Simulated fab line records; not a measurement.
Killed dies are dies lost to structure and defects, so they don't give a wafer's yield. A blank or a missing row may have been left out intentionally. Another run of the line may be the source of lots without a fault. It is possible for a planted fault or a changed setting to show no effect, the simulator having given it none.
A single fault, viewed from 2 desks -- flow n5_finfet -- each desk holds nothing but its own numbers, with what lay behind them at the end

== AT THE METROLOGY DESK ==
Lot by lot, what the gauges showed, no matter which tool ran the lot: averages of those sampled wafers that carry a number. Any lot whose mean is over 4 standard deviations away from the usual mean is out of limits and marked OUT; that distance is given in the brackets. 7 of its 12 readings are shown: the first one out of limits and those lying furthest out on some lot.
Columns: A = thk_nm at N5_BEOL_M0_SAQP_THK_MEAS_05, usual 60.0 nm; B = cd_nm at N5_BEOL_M0_SAQP_CD_MEAS_14, usual 42.4 nm; C = ION_N at N5_BEOL_M4_RC_MEAS_101, usual 674 uA/um; D = ION_P at N5_BEOL_M4_RC_MEAS_101, usual 463 uA/um; E = SS_P at N5_BEOL_M4_RC_MEAS_101, usual 73.3 mV/dec; F = VT_N at N5_BEOL_M4_RC_MEAS_101, usual 250 mV; G = VT_P at N5_BEOL_M4_RC_MEAS_101, usual -249 mV
lot,first seen here,A,B,C,D,E,F,G
L197,day 5 17:48,60.3,42.2,682,472,73.4,249,-246
L198,day 6 02:11,59.5,42.8,667,457,73.2,253,-254
L199,day 6 04:50,59.2,42.4,674,468,73.4,253,-249
L202,day 7 00:16,61.6,43.2,655,454,72.6,252,-251
L206,day 8 01:00,59.4,42.3,690,473,73.1,244,-246
L209,day 8 21:42,59.9,49.1 (+18) OUT,666,462,73.6,251,-244
L213,day 9 17:07,60.4,42.3,654,458,72.3,253,-252
L216,day 10 12:20,59.3,42.4,677,466,73.5,247,-246
L218,day 11 00:22,59.6,42.6,675,459,73.0,250,-252
L219,day 11 03:58,60.5,41.9,657,448,72.8,254,-254
Finding of this desk: L209 out of limits; the first was L209 at day 8 22:11, on cd_nm at N5_BEOL_M0_SAQP_CD_MEAS_14. Within limits: L197, L198, L199, L202, L206, L213, L216, L218, L219.

== FOR THE TOOL OWNER'S DESK: litho_track-04 ==
The tool's own readings at N5_BEOL_M0_SAQP_PEB_12 (peb time 60 s): means of the sampled wafers that have a number, for each lot that ran on this tool. Any lot whose mean is over 4 standard deviations away from the usual mean is out of limits and marked OUT; that distance is given in the brackets.
Columns: A = exhaust_pa at N5_BEOL_M0_SAQP_PEB_12, usual 45.0 Pa
lot,first seen here,A
L197,day 5 18:05,44.5
L198,day 6 02:37,45.0
L199,day 6 05:08,45.7
L206,day 8 01:25,44.2
L209,day 8 22:07,46.1
This desk found nothing out of limits on any of the 5 lots.

== BROUGHT TOGETHER ==
An alarm was possible from the metrology desk at day 8 22:11, on L209.
Nothing out of limits was seen by the tool owner's desk.
On record at the tool owner's desk: L209, within its limits.
All the named lots went through N5_BEOL_M0_SAQP_PEB_12 on litho_track-04.

== WHAT HAD BEEN PUT IN BY THE SIMULATOR ==
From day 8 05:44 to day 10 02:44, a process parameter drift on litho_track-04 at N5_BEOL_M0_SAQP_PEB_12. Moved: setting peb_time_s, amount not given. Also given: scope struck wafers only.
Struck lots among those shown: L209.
Time in hours between the start of the fault and the first out-of-limits reading at each desk: metrology desk, 16.
